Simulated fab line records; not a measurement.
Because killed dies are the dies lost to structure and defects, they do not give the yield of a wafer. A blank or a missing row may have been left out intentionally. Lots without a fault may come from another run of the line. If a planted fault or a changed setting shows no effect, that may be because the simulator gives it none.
fab line records ; flow nand-harc ; part 2 of 2: steps 27 to 32 of 32
[record] lots = 5; wafers = 15; last-day = 32
route steps=1302 shown A_CONTACT@1093 A_BLC@1107
lots untouched by any fault: they come from a run of this same line in which no faults occurred
start-h: the number of hours between the record's first day and the start of the first shown wafer of the lot ; wait-h: hours from the lot's prior step to this one ; " unchanged from the row above ; L1.1+2: several wafers, shown together as one row ; - value missing, or start not given ; * or withheld: withheld ; < > ~ a bound
route shown NAME@n: a module of which the file shows steps, and the number in the route of the first ; usual: mean/standard deviation of fault-free wafers ; same: alike in all rows ; chamber/n: place in a boat ; sites: each site's reading ; _std_site: the values' standard deviation ; _edge_site: mean of outer sites minus mean of inner sites ; radius-mm: how far each site lies from the wafer's centre ; mask NAME#n: copy n ; behind: tool/chamber where the wafer was last shaped ; hold: the reason the lot was held/the length of the hold in hours/how it ended ; device: the transistor (n, p or np) that didn't switch ; end of line: tests of these same wafers at the route's end ; a step given without rows: its recipe and nothing more ; killed: the dies lost at the first sort to structure and to defects; this is not the yield of the wafer ; map: dies across one wafer; x = killed, . = not, _ = none there
set.NAME: the setting the step ran with; set.NAME@STEP: the setting that earlier step ran with ; model.NAME: the simulator's own value behind a step, which no gauge read
lots at some steps of the route; a table a step, a row a wafer
services: from which hour (start-h, from the record's first day; less than 0 if before it) a tool's chamber was out of use, for how many hours, and why
[[steps]]
[step NHARC_A_BLC_DESCUM_15]
[recipe] time-s = 3; o2-flow-sccm = 200; ar-flow-sccm = 0; bias-power-w = 0; chemistry = O2
[usual] drypump-motor-current-A = 6.0/0.43; oes-product-au = 0.999/0.015; rf-vpp-V = 57.9/0.91; showerhead-plenum-p-Torr = 1.91/0.079; throttle-valve-pct = 11.311/0.0086
lot.wafer;tool;chamber;start-h;wait-h;drypump-motor-current-A;oes-product-au;rf-hours-counter-h;rf-vpp-V;showerhead-plenum-p-Torr;throttle-valve-pct
L076.2;rie-diel-11;1;536.27;0.1;6.5;1.012;7;58.7;2.01;11.311
L076.3;rie-diel-11;2;536.27;0.1;5.9;1.016;8;58.2;1.94;11.311
L076.6;rie-diel-11;1;536.27;0.1;6.5;1.012;-;56.9;2.01;11.296
L079.3;rie-diel-11;3;571.85;0.1;6.2;1.001;10;55.9;2.01;11.307
L079.1;rie-diel-11;2;571.85;0.1;5.9;1.012;11;57.8;1.94;11.307
L079.6;rie-diel-11;3;571.85;0.1;6.3;1.000;-;58.5;2.01;11.328
L081.3;rie-diel-07;1;590.74;0.1;5.3;1.001;8;56.3;1.84;11.306
L081.2;rie-diel-07;3;590.74;0.1;6.2;1.006;9;57.7;1.93;11.319
L081.6;rie-diel-07;0;590.74;0.1;6.6;0.987;-;56.5;1.81;11.314
L089.3;rie-diel-07;3;681.03;0.1;6.2;1.001;2;58.5;1.92;11.314
L089.1;rie-diel-07;0;681.03;0.1;6.6;0.981;2;58.1;1.81;11.302
L089.6;rie-diel-07;2;681.03;0.1;5.2;0.964;-;56.3;1.82;11.307
L096.3;rie-diel-11;1;728.61;0.1;6.4;1.010;8;58.5;2.01;11.304
L096.2;rie-diel-11;3;728.61;0.1;6.3;1.021;7;57.2;2.00;11.313
L096.5;rie-diel-11;0;728.61;0.1;5.8;1.006;-;57.2;1.87;11.316
[step NHARC_A_BLC_ETCH_16]
[recipe] target-depth-a = 390; over-etch-frac = 0.3; time-s = 65; ion-energy-ev = 80; cf4-flow-sccm = 150; ar-flow-sccm = 0; rf-w = 300; bias-w = 100; chemistry = CF4
[usual] drypump-motor-current-A = 6.0/0.43; oes-product-au = 0.999/0.015; rf-vpp-V = 151.4/1.2; showerhead-plenum-p-Torr = 1.77/0.067; throttle-valve-pct = 13.284/0.0088
[same] over-etch-frac = 0.3
lot.wafer;tool;chamber;start-h;wait-h;drypump-motor-current-A;oes-product-au;rf-hours-counter-h;rf-vpp-V;showerhead-plenum-p-Torr;throttle-valve-pct
L076.3;rie-diel-11;2;536.35;0.1;5.9;1.009;8;152.1;1.79;13.298
L076.2;rie-diel-11;3;536.35;0.1;6.2;0.997;7;152.8;1.85;13.276
L076.6;rie-diel-11;2;536.35;0.1;5.9;1.020;-;152.0;1.79;13.266
L079.1;rie-diel-11;1;571.94;0.1;6.5;1.019;11;152.5;1.85;13.277
L079.3;rie-diel-11;0;571.94;0.1;5.8;0.990;10;152.1;1.73;13.287
L079.6;rie-diel-11;2;571.94;0.1;6.0;1.018;-;151.6;1.79;13.295
L081.2;rie-diel-07;0;590.83;0.1;6.6;0.992;7;149.1;1.68;13.276
L081.3;rie-diel-07;1;590.83;0.1;5.3;0.989;8;150.3;1.70;13.273
L081.6;rie-diel-07;2;590.83;0.1;5.2;0.989;-;150.8;1.69;13.290
L089.1;rie-diel-07;2;681.10;0.1;5.2;0.960;2;149.8;1.69;13.289
L089.3;rie-diel-07;0;681.10;0.1;6.6;0.987;2;150.5;1.68;13.292
L089.6;rie-diel-07;3;681.10;0.1;6.2;1.003;-;152.4;1.78;13.288
L096.2;rie-diel-11;1;728.69;0.1;6.4;1.012;8;152.7;1.85;13.287
L096.3;rie-diel-11;2;728.69;0.1;6.0;0.992;7;152.2;1.79;13.276
L096.5;rie-diel-11;0;728.69;0.1;5.8;1.008;-;151.2;1.73;13.280
[step NHARC_A_BLC_ETCH_17]
[recipe] target-depth-a = 3900; over-etch-frac = 0.25; time-s = 609.38; ion-energy-ev = 200; n2-flow-sccm = 150; h2-flow-sccm = 150; ar-flow-sccm = 0; rf-w = 400; bias-w = 150; chemistry = N2/H2
[usual] drypump-motor-current-A = 6.0/0.42; oes-product-au = 0.998/0.014; rf-vpp-V = 430.5/2.6; showerhead-plenum-p-Torr = 2.04/0.084; throttle-valve-pct = 14.171/0.0098
[same] over-etch-frac = 0.25
lot.wafer;tool;chamber;start-h;wait-h;drypump-motor-current-A;oes-product-au;rf-hours-counter-h;rf-vpp-V;showerhead-plenum-p-Torr;throttle-valve-pct
L076.3;rie-diel-11;0;-;-;5.8;0.986;6;430.7;1.99;14.185
L076.2;rie-diel-11;1;-;-;6.5;1.012;7;434.4;2.15;14.179
L076.6;rie-diel-11;2;-;-;5.9;1.013;-;430.8;2.07;14.185
L079.1;rie-diel-11;0;-;-;5.8;0.986;10;430.4;1.99;14.187
L079.3;rie-diel-11;2;-;-;5.9;1.012;11;431.8;2.07;14.171
L079.6;rie-diel-11;0;-;-;5.8;0.979;-;430.0;1.99;14.171
L081.3;rie-diel-07;3;-;-;6.2;1.007;9;433.1;2.05;14.168
L081.2;rie-diel-07;1;-;-;5.3;0.997;8;428.8;1.96;14.167
L081.6;rie-diel-07;0;-;-;6.6;0.990;-;427.6;1.93;14.187
L089.3;rie-diel-07;3;-;-;6.2;1.001;2;430.9;2.05;14.182
L089.1;rie-diel-07;2;-;-;5.2;0.973;2;427.0;1.94;14.181
L089.6;rie-diel-07;3;-;-;6.2;0.999;-;431.2;2.05;14.171
L096.3;rie-diel-11;1;-;-;6.5;1.014;8;433.1;2.14;14.153
L096.2;rie-diel-11;2;-;-;6.0;0.987;7;431.6;2.07;14.157
L096.5;rie-diel-11;1;-;-;6.5;1.009;-;431.8;2.14;14.169
[step NHARC_A_BLC_ETCH_18]
[recipe] target-depth-a = 9100; c4f8-flow-sccm = 20; o2-flow-sccm = 10; ar-flow-sccm = withheld; rf-w = 600; bias-w = 1500; chemistry = C4F8/O2/Ar
[usual] oes-product-au = 0.946/0.025; rf-vpp-V = 978/5.5
lot.wafer;tool;chamber;start-h;wait-h;oes-product-au;rf-hours-counter-h;rf-vpp-V
L076.2;rie-diel-11;2;-;-;0.932;8;980
L076.3;rie-diel-11;3;-;-;0.922;7;985
L076.6;rie-diel-11;3;-;-;0.911;-;985
L079.1;rie-diel-11;0;-;-;0.914;10;976
L079.3;rie-diel-11;1;-;-;0.937;11;985
L079.6;rie-diel-11;3;-;-;0.916;-;985
L081.3;rie-diel-07;0;-;-;0.956;7;971
L081.2;rie-diel-07;1;-;-;0.936;8;974
L081.6;rie-diel-07;0;-;-;0.951;-;971
L089.3;rie-diel-07;0;-;-;0.913;2;971
L089.1;rie-diel-07;3;-;-;0.920;2;980
L089.6;rie-diel-07;1;-;-;0.945;-;972
L096.2;rie-diel-11;3;-;-;0.939;7;984
L096.3;rie-diel-11;0;-;-;0.930;8;975
L096.5;rie-diel-11;3;-;-;0.938;-;984
[step NHARC_A_BLC_CD_MEAS_19]
[usual] cd-nm = 100/3
lot.wafer;tool;chamber;start-h;wait-h;cd-nm
L076.2;cd-sem-03;-;537.22;-;102
L076.3;cd-sem-03;-;537.22;-;95
L076.6;cd-sem-03;-;537.22;-;100
L079.1;cd-sem-01;-;572.81;-;99
L079.3;cd-sem-01;-;572.81;-;99
L079.6;cd-sem-01;-;572.81;-;98
L081.2;cd-sem-01;-;591.70;-;97
L081.3;cd-sem-01;-;591.70;-;96
L081.6;cd-sem-01;-;591.70;-;101
L089.1;cd-sem-03;-;682.31;-;97
L089.3;cd-sem-03;-;682.31;-;98
L089.6;cd-sem-03;-;682.31;-;97
L096.2;cd-sem-01;-;729.57;-;102
L096.3;cd-sem-01;-;729.57;-;103
L096.5;cd-sem-01;-;729.57;-;100
[step NHARC_A_BLC_STRIP_29]
[recipe] cf4-flow-sccm = 150; ar-flow-sccm = 0; bias-w = 0; chemistry = CF4
[usual] drypump-motor-current-A = 6.0/0.45; oes-product-au = 0.998/0.017; rf-vpp-V = 59.4/1; showerhead-plenum-p-Torr = 1.76/0.064; throttle-valve-pct = 13.284/0.0094
lot.wafer;tool;chamber;start-h;wait-h;drypump-motor-current-A;oes-product-au;rf-hours-counter-h;rf-vpp-V;showerhead-plenum-p-Torr;throttle-valve-pct
L076.2;rie-diel-07;3;537.29;0.1;6.2;1.001;5;59.7;1.78;13.289
L076.3;rie-diel-07;2;537.29;0.1;5.2;0.978;5;60.0;1.69;13.279
L076.6;rie-diel-07;0;537.29;0.1;6.6;1.003;-;59.0;1.68;13.278
L079.1;rie-diel-06;3;572.89;0.1;6.2;0.988;32;60.5;1.70;13.287
L079.3;rie-diel-06;1;572.89;0.1;5.5;1.032;34;57.8;1.67;13.284
L079.6;rie-diel-06;0;572.89;0.1;6.1;0.999;-;58.9;1.71;13.274
L081.2;rie-diel-11;0;591.79;0.1;5.8;0.989;11;59.7;1.73;13.280
L081.3;rie-diel-11;1;591.79;0.1;6.4;1.020;11;60.6;1.85;13.279
L081.6;rie-diel-11;0;591.79;0.1;5.8;0.985;-;58.3;1.73;13.294
L089.1;rie-diel-07;0;682.40;0.1;6.6;0.981;2;57.5;1.68;13.298
L089.3;rie-diel-07;2;682.40;0.1;5.2;0.969;2;58.2;1.69;13.281
L089.6;rie-diel-07;3;682.40;0.1;6.2;1.008;-;59.1;1.78;13.274
L096.2;rie-diel-07;2;729.65;0.1;5.2;0.957;6;59.3;1.69;13.283
L096.3;rie-diel-07;3;729.65;0.1;6.2;1.005;6;58.7;1.78;13.297
L096.5;rie-diel-07;2;729.65;0.1;5.2;0.970;-;57.6;1.69;13.284
[[services]]
tool;chamber;start-h;hours;kind
rie-diel-07;-;511.14;0.8;repair
rie-diel-04;3;515.41;4.2;repair
rie-diel-11;-;525.59;0.2;repair
litho-track-06;-;529.00;7.0;pm
rie-diel-04;-;531.90;9.0;pm
rie-diel-08;-;541.65;3.1;repair
rie-diel-08;-;544.84;9.0;pm
litho-track-04;-;553.00;7.0;pm
rie-diel-07;-;572.43;1.2;repair
rie-diel-11;2;579.94;2.5;repair
rie-diel-07;1;583.09;5.7;repair
rie-diel-10;-;597.01;9.0;pm
rie-diel-08;1;607.41;5.6;repair
rie-diel-11;-;609.50;9.0;pm
rie-diel-07;-;648.20;9.0;pm
rie-diel-04;2;651.55;7.8;repair
rie-diel-11;0;659.02;10.2;repair
rie-diel-11;-;675.13;0.6;repair
rie-diel-10;3;676.89;4.7;repair
litho-track-01;-;680.00;7.0;pm
litho-track-06;-;704.00;7.0;pm
rie-diel-04;-;708.90;9.0;pm
rie-diel-08;-;721.84;9.0;pm
litho-track-04;-;728.00;7.0;pm
